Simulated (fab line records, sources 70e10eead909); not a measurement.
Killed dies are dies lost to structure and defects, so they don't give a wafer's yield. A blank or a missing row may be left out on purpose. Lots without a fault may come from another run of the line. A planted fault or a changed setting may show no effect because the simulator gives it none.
Which tool did it? | flow nand_harc | 7 lots, 21 wafers sampled, at 2 steps of a route of 1302

WHAT THE GAUGES READ, wafer by wafer
NHARC_A_ONON_D2_THK_MEAS_11: measures by ellipsometry.
lot  | measured     | on            | thk_nm (nm)
L262 | day 13 09:14 | film_metro-02 | 999 1001 997
L266 | day 15 01:53 | film_metro-02 | 996 998 996
L267 | day 15 21:46 | film_metro-02 | 998 998 997
L275 | day 19 08:53 | film_metro-01 | 1020 1020 1019
L280 | day 20 20:41 | film_metro-01 | 1006 1006 1004
L282 | day 21 16:08 | film_metro-02 | 1005 1005 1007
L284 | day 22 02:40 | film_metro-02 | 1004 1005 1002

WHICH TOOL RAN EACH LOT (tool, then ch and the chambers of the sampled wafers, then the start)
lot  | NHARC_A_DECK1_JOINT_ETCHBACK_00
L262 | rie_si-03 ch 0,3, day 12 02:19
L266 | rie_si-04 ch 1,2, day 13 20:57
L267 | rie_si-05 ch 1,3, day 14 22:50
L275 | rie_si-04 ch 0,1, day 17 18:29
L280 | rie_si-05 ch 0,2,3, day 19 20:56
L282 | rie_si-04 ch 0,3, day 20 12:59
L284 | rie_si-03 ch 0,1,2, day 20 20:29
- NHARC_A_DECK1_JOINT_ETCHBACK_00: etches the open film in HBr, target depth 30 nm, time 17.4 s.

THE ANSWER, worked out from the rows above alone
Rule: what is usual is taken from the lots themselves. Put in order of their means at a reading, lots are off if they are a third of the lots or fewer, leave a main group of 4 or more, and stand apart from it by a gap of 3 or more times the standard deviation of the main group's means; of several such gaps the widest counts. A main group whose means are all the same, to the digits that the tables above print for the reading, isn't used. A lot without any number at a reading at which 4 lots or more have one is off too. The other lots that the step has rows for count as sound.
Off: L275, at NHARC_A_ONON_D2_THK_MEAS_11 (thk_nm). The main group: mean 1001 nm, standard deviation 3.7.
A tool fits if, at a process step before that reading, it ran every lot that is off, and no sound lot after the first of them. The gauges at NHARC_A_ONON_D2_THK_MEAS_11 are tried like those tools. None of those tried fits.

WHAT THE SIMULATOR HAD PUT IN
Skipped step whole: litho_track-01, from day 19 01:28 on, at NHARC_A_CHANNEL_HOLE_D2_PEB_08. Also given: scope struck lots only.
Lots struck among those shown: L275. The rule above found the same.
